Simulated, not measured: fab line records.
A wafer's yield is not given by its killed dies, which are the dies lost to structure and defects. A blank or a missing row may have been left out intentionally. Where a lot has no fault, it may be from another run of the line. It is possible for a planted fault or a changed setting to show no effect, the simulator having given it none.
Matching of chambers ; flow n5 finfet ; N5_HKMG_FIN_ALD_21 on ald metal-02: 4 sister chambers
The step deposits TiN, target thk 1.5 nm, pulse time 1 s, purge time 3 s. 18 wafers are shown with their chamber, then 9 later ones without.

== WAFERS, EACH WITH ITS CHAMBER ==
wafer;chamber;heater power w (W);precursor pulse height rel
L079.1;2;850;0.982
L079.3;3;909;0.996
L079.6;0;736;0.991
L082.1;1;749;1.002
L082.2;3;920;1.007
L082.3;2;855;1.022
L083.2;1;731;1.028
L083.4;2;859;1.014
L083.5;0;735;1.039
L084.2;1;729;0.999
L084.3;2;872;0.990
L084.5;1;720;1.011
L085.3;2;884;1.020
L085.4;0;764;0.967
L085.6;3;931;0.973
L087.1;0;746;1.020
L087.3;2;864;0.993
L087.6;0;734;1.007

SIGNATURES, as means of the wafers listed above
reading;chamber 0;chamber 1;chamber 2;chamber 3;scatter within a chamber
heater power w;743.00;732.25;864.00;920.00;12.2
precursor pulse height rel;1.00480;1.01000;1.00350;0.99200;0.02
Rule: distance of a wafer from a chamber = root of the sum over the readings of ((wafer's reading minus chamber's mean) / reading's scatter) squared. If the next closest chamber is less than 2 further off than the closest, the wafer can't be placed; otherwise it belongs to the closest. The scatter: the root of (the sum of the squares of (reading less its chamber's mean) over the shown wafers, divided by (wafers less chambers)).

== WAFERS WHOSE CHAMBER IS MISSING ==
wafer;heater power w (W);precursor pulse height rel
L088.1;937;0.978
L088.3;741;1.009
L088.5;741;0.990
L089.4;739;0.973
L089.5;882;0.995
L089.6;710;1.010
L096.1;921;1.028
L096.3;739;0.996
L096.4;858;1.009

== EACH ONE'S CHAMBER ==
wafer;from the rows above;in truth
L088.1;3;3
L088.3;can't be placed: 0 or 1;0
L088.5;can't be placed: 0 or 1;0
L089.4;can't be placed: 0 or 1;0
L089.5;can't be placed: 2 or 3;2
L089.6;can't be placed: 1 or 0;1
L096.1;3;3
L096.3;can't be placed: 0 or 1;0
L096.4;2;2
Placed correctly: 3 of 9. Unplaceable from these rows: 6, with the true chamber sitting among the candidates in 6. Number placed wrongly: 0.
